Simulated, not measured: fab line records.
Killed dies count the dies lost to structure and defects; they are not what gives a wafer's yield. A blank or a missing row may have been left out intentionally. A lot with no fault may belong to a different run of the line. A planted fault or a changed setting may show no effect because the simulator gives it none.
fab line records / flow n5_finfet
record: lots: 11 wafers: 33 last_day: 17
route steps=1938 shown BEOL_M13@1659
lots with no fault: from the same line, run without faults
start_h: the number of hours between the record's first day and the start of the first shown wafer of the lot / wait_h: hours elapsed since this lot's preceding step / " the same as in the row above / L1.1+2: one row covering several wafers at once / - no value present, or no start provided / * or withheld: withheld / < > ~ a bound
route shown NAME@n: a module of which the file shows steps, and the number in the route of the first / usual: mean/standard deviation taken from wafers without a fault / same: alike in all rows / chamber/n: place in a boat / sites: the reading at each site / _std_site: how widely they spread, as a standard deviation / _edge_site: mean of outer sites minus mean of inner sites / radius_mm: for every site, how far away it sits from the centre of the wafer / mask NAME#n: copy n / behind: the last tool/chamber to shape the wafer / hold: reason for holding the lot/hours on hold/outcome of the hold / device: the n, p or np transistor that did not switch / end of line: the same wafers' tests at the end of the route / for a step that has no rows: nothing shown but its recipe / killed: count of dies lost to structure and defects at first sort (not the wafer's yield) / map: a wafer's dies, x killed, . not, _ none there
set.NAME: the setting the step ran with; set.NAME@STEP: the setting that earlier step ran with / model.NAME: the simulator's own value behind a step, which no gauge read
steps of the route over a sample of lots; a table a step, a row a wafer
services: a tool's chamber out of use, with start hour (start_h, from the record's first day; less than 0 if before it), hours out, and reason
== steps ==
step: N5_BEOL_M13_ILD_DEP_00
recipe: material: SiOC target_thk_a: 8379.2 temp_c: 350 precursor: DEMS/O2 pressure_torr: 5 rf_w: 500 time_s: 166.4
usual: heater_power_w: 506/100 showerhead_plenum_p_Torr: 5.696/0.016 throttle_valve_pct: 12.1/0.55
lot.wafer=L611.2 tool=pecvd-03 chamber=2 start_h=231.04 wait_h=0.0 heater_power_w=316 showerhead_plenum_p_Torr=5.693 throttle_valve_pct=12.1
lot.wafer=L611.3 tool=pecvd-03 chamber=1 start_h=231.04 wait_h=0.0 heater_power_w=578 showerhead_plenum_p_Torr=5.702 throttle_valve_pct=12.3
lot.wafer=L611.4 tool=pecvd-03 chamber=1 start_h=231.04 wait_h=0.0 heater_power_w=594 showerhead_plenum_p_Torr=5.697 throttle_valve_pct=12.4
lot.wafer=L614.1 tool=pecvd-03 chamber=1 start_h=246.05 wait_h=0.0 heater_power_w=609 showerhead_plenum_p_Torr=5.688 throttle_valve_pct=12.5
lot.wafer=L614.4 tool=pecvd-03 chamber=0 start_h=246.05 wait_h=0.0 heater_power_w=384 showerhead_plenum_p_Torr=5.654 throttle_valve_pct=12.6
lot.wafer=L614.6 tool=pecvd-03 chamber=1 start_h=246.05 wait_h=0.0 heater_power_w=503 showerhead_plenum_p_Torr=5.710 throttle_valve_pct=12.6
lot.wafer=L618.1 tool=pecvd-01 chamber=0 start_h=281.86 wait_h=0.0 heater_power_w=459 showerhead_plenum_p_Torr=5.689 throttle_valve_pct=11.9
lot.wafer=L618.2 tool=pecvd-01 chamber=1 start_h=281.86 wait_h=0.0 heater_power_w=539 showerhead_plenum_p_Torr=5.713 throttle_valve_pct=12.4
lot.wafer=L618.3 tool=pecvd-01 chamber=2 start_h=281.86 wait_h=0.0 heater_power_w=625 showerhead_plenum_p_Torr=5.715 throttle_valve_pct=11.2
lot.wafer=L619.1 tool=pecvd-03 chamber=1 start_h=289.60 wait_h=0.0 heater_power_w=546 showerhead_plenum_p_Torr=5.698 throttle_valve_pct=12.6
lot.wafer=L619.2 tool=pecvd-03 chamber=2 start_h=289.60 wait_h=0.0 heater_power_w=333 showerhead_plenum_p_Torr=5.701 throttle_valve_pct=12.4
lot.wafer=L619.6 tool=pecvd-03 chamber=1 start_h=289.60 wait_h=0.0 heater_power_w=602 showerhead_plenum_p_Torr=5.698 throttle_valve_pct=12.6
lot.wafer=L622.2 tool=pecvd-04 chamber=0 start_h=308.28 wait_h=0.0 heater_power_w=604 showerhead_plenum_p_Torr=5.707 throttle_valve_pct=11.4
lot.wafer=L622.3 tool=pecvd-04 chamber=1 start_h=308.28 wait_h=0.0 heater_power_w=583 showerhead_plenum_p_Torr=5.708 throttle_valve_pct=12.6
lot.wafer=L622.6 tool=pecvd-04 chamber=1 start_h=308.28 wait_h=0.0 heater_power_w=617 showerhead_plenum_p_Torr=5.698 throttle_valve_pct=12.4
lot.wafer=L621.1 tool=pecvd-04 chamber=1 start_h=310.61 wait_h=0.0 heater_power_w=614 showerhead_plenum_p_Torr=5.705 throttle_valve_pct=12.3
lot.wafer=L621.3 tool=pecvd-04 chamber=2 start_h=310.61 wait_h=0.0 heater_power_w=607 showerhead_plenum_p_Torr=5.718 throttle_valve_pct=11.2
lot.wafer=L621.6 tool=pecvd-04 chamber=0 start_h=310.61 wait_h=0.0 heater_power_w=583 showerhead_plenum_p_Torr=5.704 throttle_valve_pct=11.5
lot.wafer=L623.2 tool=pecvd-04 chamber=1 start_h=313.79 wait_h=0.0 heater_power_w=614 showerhead_plenum_p_Torr=5.686 throttle_valve_pct=12.6
lot.wafer=L623.3 tool=pecvd-04 chamber=2 start_h=313.79 wait_h=0.0 heater_power_w=606 showerhead_plenum_p_Torr=5.715 throttle_valve_pct=11.4
lot.wafer=L623.4 tool=pecvd-04 chamber=2 start_h=313.79 wait_h=0.0 heater_power_w=603 showerhead_plenum_p_Torr=5.714 throttle_valve_pct=11.1
lot.wafer=L625.1 tool=pecvd-03 chamber=0 start_h=319.90 wait_h=0.0 heater_power_w=392 showerhead_plenum_p_Torr=5.678 throttle_valve_pct=12.5
lot.wafer=L625.2 tool=pecvd-03 chamber=1 start_h=319.90 wait_h=0.0 heater_power_w=613 showerhead_plenum_p_Torr=5.714 throttle_valve_pct=12.5
lot.wafer=L625.5 tool=pecvd-03 chamber=1 start_h=319.90 wait_h=0.0 heater_power_w=492 showerhead_plenum_p_Torr=5.695 throttle_valve_pct=12.4
lot.wafer=L627.1 tool=pecvd-03 chamber=0 start_h=327.82 wait_h=0.0 heater_power_w=348 showerhead_plenum_p_Torr=5.672 throttle_valve_pct=12.6
lot.wafer=L627.3 tool=pecvd-03 chamber=2 start_h=327.82 wait_h=0.0 heater_power_w=354 showerhead_plenum_p_Torr=5.694 throttle_valve_pct=12.5
lot.wafer=L627.5 tool=pecvd-03 chamber=0 start_h=327.82 wait_h=0.0 heater_power_w=368 showerhead_plenum_p_Torr=5.665 throttle_valve_pct=12.5
lot.wafer=L631.2 tool=pecvd-03 chamber=1 start_h=351.45 wait_h=0.0 heater_power_w=519 showerhead_plenum_p_Torr=5.720 throttle_valve_pct=12.5
lot.wafer=L631.5 tool=pecvd-03 chamber=0 start_h=351.45 wait_h=0.0 heater_power_w=364 showerhead_plenum_p_Torr=5.674 throttle_valve_pct=12.7
lot.wafer=L631.6 tool=pecvd-03 chamber=2 start_h=351.45 wait_h=0.0 heater_power_w=311 showerhead_plenum_p_Torr=5.691 throttle_valve_pct=12.5
lot.wafer=L633.1 tool=pecvd-03 chamber=1 start_h=375.67 wait_h=0.0 heater_power_w=568 showerhead_plenum_p_Torr=5.707 throttle_valve_pct=12.7
lot.wafer=L633.2 tool=pecvd-03 chamber=2 start_h=375.67 wait_h=0.0 heater_power_w=372 showerhead_plenum_p_Torr=5.683 throttle_valve_pct=12.6
lot.wafer=L633.3 tool=pecvd-03 chamber=0 start_h=375.67 wait_h=0.0 heater_power_w=359 showerhead_plenum_p_Torr=5.653 throttle_valve_pct=12.3
step: N5_BEOL_M13_CD_MEAS_10
recipe: target_cd_nm: 190 landing_energy_ev: 500 detector: se_inlens polarity: opening
usual: cd_nm: 190.2/2
same: landing_energy_ev: 500
lot.wafer=L611.2 tool=cd_sem-01 chamber=0 start_h=231.62 wait_h=- cd_nm=190.1
lot.wafer=L611.3 tool=cd_sem-01 chamber=0 start_h=231.62 wait_h=- cd_nm=189.0
lot.wafer=L611.4 tool=cd_sem-01 chamber=0 start_h=231.62 wait_h=- cd_nm=190.2
lot.wafer=L614.1 tool=cd_sem-03 chamber=0 start_h=246.50 wait_h=- cd_nm=192.1
lot.wafer=L614.4 tool=cd_sem-03 chamber=0 start_h=246.50 wait_h=- cd_nm=192.5
lot.wafer=L614.6 tool=cd_sem-03 chamber=0 start_h=246.50 wait_h=- cd_nm=194.0
lot.wafer=L618.1 tool=cd_sem-01 chamber=0 start_h=282.31 wait_h=- cd_nm=189.1
lot.wafer=L618.2 tool=cd_sem-01 chamber=0 start_h=282.31 wait_h=- cd_nm=189.4
lot.wafer=L618.3 tool=cd_sem-01 chamber=0 start_h=282.31 wait_h=- cd_nm=190.7
lot.wafer=L619.1 tool=cd_sem-03 chamber=0 start_h=290.18 wait_h=- cd_nm=191.4
lot.wafer=L619.2 tool=cd_sem-03 chamber=0 start_h=290.18 wait_h=- cd_nm=191.4
lot.wafer=L619.6 tool=cd_sem-03 chamber=0 start_h=290.18 wait_h=- cd_nm=191.5
lot.wafer=L622.2 tool=cd_sem-02 chamber=0 start_h=308.86 wait_h=- cd_nm=192.2
lot.wafer=L622.3 tool=cd_sem-02 chamber=0 start_h=308.86 wait_h=- cd_nm=189.6
lot.wafer=L622.6 tool=cd_sem-02 chamber=0 start_h=308.86 wait_h=- cd_nm=192.0
lot.wafer=L621.1 tool=cd_sem-03 chamber=0 start_h=311.07 wait_h=- cd_nm=191.9
lot.wafer=L621.3 tool=cd_sem-03 chamber=0 start_h=311.07 wait_h=- cd_nm=191.0
lot.wafer=L621.6 tool=cd_sem-03 chamber=0 start_h=311.07 wait_h=- cd_nm=192.2
lot.wafer=L623.2 tool=cd_sem-01 chamber=0 start_h=314.24 wait_h=- cd_nm=191.0
lot.wafer=L623.3 tool=cd_sem-01 chamber=0 start_h=314.24 wait_h=- cd_nm=191.6
lot.wafer=L623.4 tool=cd_sem-01 chamber=0 start_h=314.24 wait_h=- cd_nm=188.7
lot.wafer=L625.1 tool=cd_sem-03 chamber=0 start_h=320.48 wait_h=- cd_nm=190.0
lot.wafer=L625.2 tool=cd_sem-03 chamber=0 start_h=320.48 wait_h=- cd_nm=189.9
lot.wafer=L625.5 tool=cd_sem-03 chamber=0 start_h=320.48 wait_h=- cd_nm=189.5
lot.wafer=L627.1 tool=cd_sem-02 chamber=0 start_h=328.40 wait_h=- cd_nm=192.1
lot.wafer=L627.3 tool=cd_sem-02 chamber=0 start_h=328.40 wait_h=- cd_nm=191.3
lot.wafer=L627.5 tool=cd_sem-02 chamber=0 start_h=328.40 wait_h=- cd_nm=192.0
lot.wafer=L631.2 tool=cd_sem-01 chamber=0 start_h=351.91 wait_h=- cd_nm=190.3
lot.wafer=L631.5 tool=cd_sem-01 chamber=0 start_h=351.91 wait_h=- cd_nm=190.6
lot.wafer=L631.6 tool=cd_sem-01 chamber=0 start_h=351.91 wait_h=- cd_nm=190.6
lot.wafer=L633.1 tool=cd_sem-01 chamber=0 start_h=376.26 wait_h=- cd_nm=191.6
lot.wafer=L633.2 tool=cd_sem-01 chamber=0 start_h=376.26 wait_h=- cd_nm=192.4
lot.wafer=L633.3 tool=cd_sem-01 chamber=0 start_h=376.26 wait_h=- cd_nm=194.7
step: N5_BEOL_M13_INSPECT_12
recipe: mode: adi inspect_instrument: macro
usual: raw_defect_count: 2.0/1.4
lot.wafer=L611.2 tool=defect_inspect-01 chamber=- start_h=231.67 wait_h=0.0 raw_defect_count=1
lot.wafer=L611.3 tool=defect_inspect-01 chamber=- start_h=231.67 wait_h=0.0 raw_defect_count=2
lot.wafer=L611.4 tool=defect_inspect-01 chamber=- start_h=231.67 wait_h=0.0 raw_defect_count=0
lot.wafer=L614.1 tool=defect_inspect-01 chamber=- start_h=246.56 wait_h=0.0 raw_defect_count=2
lot.wafer=L614.4 tool=defect_inspect-01 chamber=- start_h=246.56 wait_h=0.0 raw_defect_count=1
lot.wafer=L614.6 tool=defect_inspect-01 chamber=- start_h=246.56 wait_h=0.0 raw_defect_count=6
lot.wafer=L618.1 tool=defect_inspect-02 chamber=- start_h=282.37 wait_h=0.0 raw_defect_count=1
lot.wafer=L618.2 tool=defect_inspect-02 chamber=- start_h=282.37 wait_h=0.0 raw_defect_count=2
lot.wafer=L618.3 tool=defect_inspect-02 chamber=- start_h=282.37 wait_h=0.0 raw_defect_count=2
lot.wafer=L619.1 tool=defect_inspect-01 chamber=- start_h=290.23 wait_h=0.0 raw_defect_count=3
lot.wafer=L619.2 tool=defect_inspect-01 chamber=- start_h=290.23 wait_h=0.0 raw_defect_count=0
lot.wafer=L619.6 tool=defect_inspect-01 chamber=- start_h=290.23 wait_h=0.0 raw_defect_count=0
lot.wafer=L622.2 tool=defect_inspect-02 chamber=- start_h=308.91 wait_h=0.0 raw_defect_count=1
lot.wafer=L622.3 tool=defect_inspect-02 chamber=- start_h=308.91 wait_h=0.0 raw_defect_count=2
lot.wafer=L622.6 tool=defect_inspect-02 chamber=- start_h=308.91 wait_h=0.0 raw_defect_count=3
lot.wafer=L621.1 tool=defect_inspect-02 chamber=- start_h=311.12 wait_h=0.0 raw_defect_count=3
lot.wafer=L621.3 tool=defect_inspect-02 chamber=- start_h=311.12 wait_h=0.0 raw_defect_count=3
lot.wafer=L621.6 tool=defect_inspect-02 chamber=- start_h=311.12 wait_h=0.0 raw_defect_count=1
lot.wafer=L623.2 tool=defect_inspect-01 chamber=- start_h=314.30 wait_h=0.0 raw_defect_count=1
lot.wafer=L623.3 tool=defect_inspect-01 chamber=- start_h=314.30 wait_h=0.0 raw_defect_count=0
lot.wafer=L623.4 tool=defect_inspect-01 chamber=- start_h=314.30 wait_h=0.0 raw_defect_count=2
lot.wafer=L625.1 tool=defect_inspect-01 chamber=- start_h=320.53 wait_h=0.0 raw_defect_count=3
lot.wafer=L625.2 tool=defect_inspect-01 chamber=- start_h=320.53 wait_h=0.0 raw_defect_count=2
lot.wafer=L625.5 tool=defect_inspect-01 chamber=- start_h=320.53 wait_h=0.0 raw_defect_count=2
lot.wafer=L627.1 tool=defect_inspect-02 chamber=- start_h=328.46 wait_h=0.0 raw_defect_count=2
lot.wafer=L627.3 tool=defect_inspect-02 chamber=- start_h=328.46 wait_h=0.0 raw_defect_count=1
lot.wafer=L627.5 tool=defect_inspect-02 chamber=- start_h=328.46 wait_h=0.0 raw_defect_count=4
lot.wafer=L631.2 tool=defect_inspect-01 chamber=- start_h=351.96 wait_h=0.0 raw_defect_count=3
lot.wafer=L631.5 tool=defect_inspect-01 chamber=- start_h=351.96 wait_h=0.0 raw_defect_count=2
lot.wafer=L631.6 tool=defect_inspect-01 chamber=- start_h=351.96 wait_h=0.0 raw_defect_count=3
lot.wafer=L633.1 tool=defect_inspect-02 chamber=- start_h=376.31 wait_h=0.0 raw_defect_count=1
lot.wafer=L633.2 tool=defect_inspect-02 chamber=- start_h=376.31 wait_h=0.0 raw_defect_count=0
lot.wafer=L633.3 tool=defect_inspect-02 chamber=- start_h=376.31 wait_h=0.0 raw_defect_count=4
step: N5_BEOL_M13_ETCH_67
recipe: chemistry: CF4 target: SiARC target_depth_a: 1430 time_s: 238.3 ion_energy_ev: 80 pressure_mtorr: 40 source_w: 545 bias_w: 36 Ar_flow_sccm: 100 cf4_flow_sccm: 100 ends: cleared
usual: bias_w: 35.99/0.12 drypump_motor_current_A: 5.7/0.53 etch_rf_on_time_s: 238/6.6 oes_product_au: 0.67/0.075 rf_vpp_V: 184.5/1.3 showerhead_plenum_p_Torr: 2.18/0.076 throttle_valve_pct: 15.65/0.23
lot.wafer=L611.2 tool=rie_diel-06 chamber=3 start_h=232.79 wait_h=0.0 bias_w=36.02 drypump_motor_current_A=6.5 etch_rf_on_time_s=246 oes_product_au=0.62 rf_hours_counter_h=171 rf_vpp_V=184.9 showerhead_plenum_p_Torr=2.22 throttle_valve_pct=15.51
lot.wafer=L611.3 tool=rie_diel-06 chamber=2 start_h=232.79 wait_h=0.0 bias_w=35.90 drypump_motor_current_A=5.9 etch_rf_on_time_s=229 oes_product_au=0.83 rf_hours_counter_h=3 rf_vpp_V=182.7 showerhead_plenum_p_Torr=2.11 throttle_valve_pct=15.50
lot.wafer=L611.4 tool=rie_diel-06 chamber=0 start_h=232.79 wait_h=0.0 bias_w=35.98 drypump_motor_current_A=5.1 etch_rf_on_time_s=237 oes_product_au=0.62 rf_hours_counter_h=171 rf_vpp_V=182.5 showerhead_plenum_p_Torr=2.04 throttle_valve_pct=15.66
lot.wafer=L614.1 tool=rie_diel-05 chamber=2 start_h=247.83 wait_h=0.0 bias_w=36.04 drypump_motor_current_A=4.9 etch_rf_on_time_s=237 oes_product_au=0.61 rf_hours_counter_h=213 rf_vpp_V=184.3 showerhead_plenum_p_Torr=2.20 throttle_valve_pct=16.02
lot.wafer=L614.4 tool=rie_diel-05 chamber=0 start_h=247.83 wait_h=0.0 bias_w=35.79 drypump_motor_current_A=6.1 etch_rf_on_time_s=231 oes_product_au=0.61 rf_hours_counter_h=239 rf_vpp_V=182.6 showerhead_plenum_p_Torr=2.02 throttle_valve_pct=15.89
lot.wafer=L614.6 tool=rie_diel-05 chamber=0 start_h=247.83 wait_h=0.0 bias_w=35.89 drypump_motor_current_A=6.1 etch_rf_on_time_s=232 oes_product_au=0.61 rf_hours_counter_h=- rf_vpp_V=182.7 showerhead_plenum_p_Torr=2.02 throttle_valve_pct=15.89
lot.wafer=L618.1 tool=rie_diel-06 chamber=0 start_h=283.51 wait_h=0.0 bias_w=35.91 drypump_motor_current_A=5.1 etch_rf_on_time_s=238 oes_product_au=0.61 rf_hours_counter_h=187 rf_vpp_V=182.1 showerhead_plenum_p_Torr=2.03 throttle_valve_pct=15.67
lot.wafer=L618.2 tool=rie_diel-06 chamber=3 start_h=283.51 wait_h=0.0 bias_w=36.12 drypump_motor_current_A=6.5 etch_rf_on_time_s=247 oes_product_au=0.61 rf_hours_counter_h=187 rf_vpp_V=183.9 showerhead_plenum_p_Torr=2.21 throttle_valve_pct=15.53
lot.wafer=L618.3 tool=rie_diel-06 chamber=1 start_h=283.51 wait_h=0.0 bias_w=36.06 drypump_motor_current_A=6.6 etch_rf_on_time_s=239 oes_product_au=0.70 rf_hours_counter_h=68 rf_vpp_V=184.6 showerhead_plenum_p_Torr=2.25 throttle_valve_pct=15.32
lot.wafer=L619.1 tool=rie_diel-06 chamber=3 start_h=291.25 wait_h=0.0 bias_w=36.05 drypump_motor_current_A=6.5 etch_rf_on_time_s=247 oes_product_au=0.60 rf_hours_counter_h=190 rf_vpp_V=185.0 showerhead_plenum_p_Torr=2.21 throttle_valve_pct=15.52
lot.wafer=L619.2 tool=rie_diel-06 chamber=0 start_h=291.25 wait_h=0.0 bias_w=36.01 drypump_motor_current_A=5.1 etch_rf_on_time_s=238 oes_product_au=0.61 rf_hours_counter_h=189 rf_vpp_V=182.6 showerhead_plenum_p_Torr=2.03 throttle_valve_pct=15.69
lot.wafer=L619.6 tool=rie_diel-06 chamber=1 start_h=291.25 wait_h=0.0 bias_w=35.84 drypump_motor_current_A=6.6 etch_rf_on_time_s=244 oes_product_au=0.69 rf_hours_counter_h=- rf_vpp_V=185.9 showerhead_plenum_p_Torr=2.25 throttle_valve_pct=15.30
lot.wafer=L622.2 tool=rie_diel-02 chamber=1 start_h=310.17 wait_h=0.0 bias_w=36.03 drypump_motor_current_A=5.6 etch_rf_on_time_s=230 oes_product_au=0.79 rf_hours_counter_h=36 rf_vpp_V=184.3 showerhead_plenum_p_Torr=2.25 throttle_valve_pct=15.67
lot.wafer=L622.3 tool=rie_diel-02 chamber=3 start_h=310.17 wait_h=0.0 bias_w=36.16 drypump_motor_current_A=5.5 etch_rf_on_time_s=239 oes_product_au=0.62 rf_hours_counter_h=187 rf_vpp_V=184.3 showerhead_plenum_p_Torr=2.22 throttle_valve_pct=15.92
lot.wafer=L622.6 tool=rie_diel-02 chamber=1 start_h=310.17 wait_h=0.0 bias_w=35.93 drypump_motor_current_A=5.7 etch_rf_on_time_s=230 oes_product_au=0.78 rf_hours_counter_h=- rf_vpp_V=185.0 showerhead_plenum_p_Torr=2.25 throttle_valve_pct=15.65
lot.wafer=L621.1 tool=rie_diel-06 chamber=3 start_h=312.55 wait_h=0.0 bias_w=35.87 drypump_motor_current_A=6.4 etch_rf_on_time_s=247 oes_product_au=0.60 rf_hours_counter_h=196 rf_vpp_V=184.0 showerhead_plenum_p_Torr=2.21 throttle_valve_pct=15.56
lot.wafer=L621.3 tool=rie_diel-06 chamber=1 start_h=312.55 wait_h=0.0 bias_w=35.89 drypump_motor_current_A=6.6 etch_rf_on_time_s=241 oes_product_au=0.70 rf_hours_counter_h=76 rf_vpp_V=185.3 showerhead_plenum_p_Torr=2.25 throttle_valve_pct=15.33
lot.wafer=L621.6 tool=rie_diel-06 chamber=0 start_h=312.55 wait_h=0.0 bias_w=34.07 drypump_motor_current_A=5.1 etch_rf_on_time_s=241 oes_product_au=0.61 rf_hours_counter_h=- rf_vpp_V=175.4 showerhead_plenum_p_Torr=2.03 throttle_valve_pct=15.70
lot.wafer=L623.2 tool=rie_diel-06 chamber=0 start_h=315.44 wait_h=0.0 bias_w=34.17 drypump_motor_current_A=5.1 etch_rf_on_time_s=241 oes_product_au=0.61 rf_hours_counter_h=196 rf_vpp_V=175.8 showerhead_plenum_p_Torr=2.03 throttle_valve_pct=15.71
lot.wafer=L623.3 tool=rie_diel-06 chamber=3 start_h=315.44 wait_h=0.0 bias_w=36.03 drypump_motor_current_A=6.5 etch_rf_on_time_s=247 oes_product_au=0.60 rf_hours_counter_h=197 rf_vpp_V=184.4 showerhead_plenum_p_Torr=2.21 throttle_valve_pct=15.55
lot.wafer=L623.4 tool=rie_diel-06 chamber=0 start_h=315.44 wait_h=0.0 bias_w=34.06 drypump_motor_current_A=5.1 etch_rf_on_time_s=242 oes_product_au=0.60 rf_hours_counter_h=- rf_vpp_V=176.7 showerhead_plenum_p_Torr=2.03 throttle_valve_pct=15.72
lot.wafer=L625.1 tool=rie_diel-06 chamber=1 start_h=321.54 wait_h=0.0 bias_w=35.90 drypump_motor_current_A=6.6 etch_rf_on_time_s=238 oes_product_au=0.70 rf_hours_counter_h=77 rf_vpp_V=186.0 showerhead_plenum_p_Torr=2.25 throttle_valve_pct=15.33
lot.wafer=L625.2 tool=rie_diel-06 chamber=0 start_h=321.54 wait_h=0.0 bias_w=34.08 drypump_motor_current_A=5.1 etch_rf_on_time_s=239 oes_product_au=0.60 rf_hours_counter_h=198 rf_vpp_V=176.7 showerhead_plenum_p_Torr=2.03 throttle_valve_pct=15.72
lot.wafer=L625.5 tool=rie_diel-06 chamber=0 start_h=321.54 wait_h=0.0 bias_w=34.06 drypump_motor_current_A=5.1 etch_rf_on_time_s=239 oes_product_au=0.60 rf_hours_counter_h=- rf_vpp_V=177.1 showerhead_plenum_p_Torr=2.03 throttle_valve_pct=15.71
lot.wafer=L627.1 tool=rie_diel-02 chamber=0 start_h=330.21 wait_h=0.0 bias_w=35.92 drypump_motor_current_A=5.1 etch_rf_on_time_s=244 oes_product_au=0.60 rf_hours_counter_h=200 rf_vpp_V=183.3 showerhead_plenum_p_Torr=2.20 throttle_valve_pct=16.09
lot.wafer=L627.3 tool=rie_diel-02 chamber=3 start_h=330.21 wait_h=0.0 bias_w=35.95 drypump_motor_current_A=5.5 etch_rf_on_time_s=239 oes_product_au=0.61 rf_hours_counter_h=194 rf_vpp_V=186.4 showerhead_plenum_p_Torr=2.21 throttle_valve_pct=15.92
lot.wafer=L627.5 tool=rie_diel-02 chamber=3 start_h=330.21 wait_h=0.0 bias_w=35.84 drypump_motor_current_A=5.5 etch_rf_on_time_s=242 oes_product_au=0.60 rf_hours_counter_h=- rf_vpp_V=185.0 showerhead_plenum_p_Torr=2.21 throttle_valve_pct=15.91
lot.wafer=L631.2 tool=rie_diel-02 chamber=1 start_h=353.11 wait_h=0.0 bias_w=36.06 drypump_motor_current_A=5.7 etch_rf_on_time_s=230 oes_product_au=0.76 rf_hours_counter_h=49 rf_vpp_V=186.4 showerhead_plenum_p_Torr=2.25 throttle_valve_pct=15.69
lot.wafer=L631.5 tool=rie_diel-02 chamber=0 start_h=353.11 wait_h=0.0 bias_w=35.84 drypump_motor_current_A=5.2 etch_rf_on_time_s=237 oes_product_au=0.60 rf_hours_counter_h=- rf_vpp_V=185.4 showerhead_plenum_p_Torr=2.20 throttle_valve_pct=16.08
lot.wafer=L631.6 tool=rie_diel-02 chamber=3 start_h=353.11 wait_h=0.0 bias_w=36.03 drypump_motor_current_A=5.5 etch_rf_on_time_s=239 oes_product_au=0.61 rf_hours_counter_h=- rf_vpp_V=184.6 showerhead_plenum_p_Torr=2.21 throttle_valve_pct=15.94
lot.wafer=L633.1 tool=rie_diel-02 chamber=0 start_h=377.39 wait_h=0.0 bias_w=36.05 drypump_motor_current_A=5.2 etch_rf_on_time_s=243 oes_product_au=0.59 rf_hours_counter_h=214 rf_vpp_V=184.7 showerhead_plenum_p_Torr=2.20 throttle_valve_pct=16.11
lot.wafer=L633.2 tool=rie_diel-02 chamber=1 start_h=377.39 wait_h=0.0 bias_w=36.21 drypump_motor_current_A=5.7 etch_rf_on_time_s=228 oes_product_au=0.76 rf_hours_counter_h=56 rf_vpp_V=185.6 showerhead_plenum_p_Torr=2.24 throttle_valve_pct=15.69
lot.wafer=L633.3 tool=rie_diel-02 chamber=2 start_h=377.39 wait_h=0.0 bias_w=35.97 drypump_motor_current_A=5.0 etch_rf_on_time_s=243 oes_product_au=0.73 rf_hours_counter_h=56 rf_vpp_V=186.0 showerhead_plenum_p_Torr=2.27 throttle_valve_pct=15.36
== services ==
tool=rie_diel-06 chamber=2 start_h=207.73 hours=- kind=clean
tool=rie_diel-06 chamber=2 start_h=207.73 hours=- kind=consumable_replace:focus_ring
tool=rie_diel-06 chamber=2 start_h=207.73 hours=13.7 kind=scheduled_down
tool=rie_diel-06 chamber=2 start_h=207.73 hours=13.7 kind=vent_cycle
tool=rie_diel-02 chamber=2 start_h=209.65 hours=5.9 kind=repair
tool=rie_diel-06 chamber=- start_h=213.63 hours=0.3 kind=repair
tool=pecvd-03 chamber=- start_h=258.70 hours=26.5 kind=repair
tool=pecvd-04 chamber=2 start_h=266.62 hours=5.5 kind=scheduled_down
tool=rie_diel-06 chamber=2 start_h=290.72 hours=8.7 kind=repair
tool=pecvd-04 chamber=0 start_h=297.54 hours=2.1 kind=scheduled_down
tool=rie_diel-05 chamber=0 start_h=302.92 hours=10.6 kind=repair
tool=rie_diel-06 chamber=1 start_h=313.56 hours=3.6 kind=repair
tool=rie_diel-06 chamber=- start_h=324.61 hours=2.8 kind=pm
tool=pecvd-01 chamber=- start_h=329.36 hours=1.0 kind=repair
tool=rie_diel-02 chamber=2 start_h=330.09 hours=1.6 kind=repair
tool=rie_diel-06 chamber=0 start_h=339.69 hours=7.4 kind=repair
tool=pecvd-04 chamber=1 start_h=339.74 hours=2.1 kind=scheduled_down
tool=pecvd-03 chamber=- start_h=344.05 hours=0.4 kind=repair
tool=rie_diel-05 chamber=2 start_h=353.39 hours=15.3 kind=repair
tool=rie_diel-05 chamber=2 start_h=377.23 hours=- kind=clean
tool=rie_diel-05 chamber=2 start_h=377.23 hours=- kind=consumable_replace:focus_ring
tool=rie_diel-05 chamber=2 start_h=377.23 hours=21.7 kind=scheduled_down
tool=rie_diel-05 chamber=2 start_h=377.23 hours=21.7 kind=vent_cycle
== key ==
first_sign: step: N5_BEOL_M13_ETCH_67 reading: bias_w direction: down sigmas: 16 usual: * struck: *
effect: step: N5_BEOL_M13_ETCH_67 reading: rf_vpp_V direction: down sigmas: 6.3 usual: 184.5 struck: 176.3
met_at N5_BEOL_M13_ETCH_67
struck_lots L621,L623,L625
struck_wafers L621.6,L623.2,L623.4,L625.2,L625.5
not_acting_at N5_BEOL_M13_ILD_DEP_00,N5_BEOL_M13_CD_MEAS_10,N5_BEOL_M13_INSPECT_12
onset_between 291.25 312.55
fault: kind: process_parameter_drift tool: rie_diel-06 chamber: 0 onset_h: 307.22 steps: N5_BEOL_M13_ETCH_67 channel: bias_w offset: * shape: step end_h: 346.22 acts_in: * stated: *
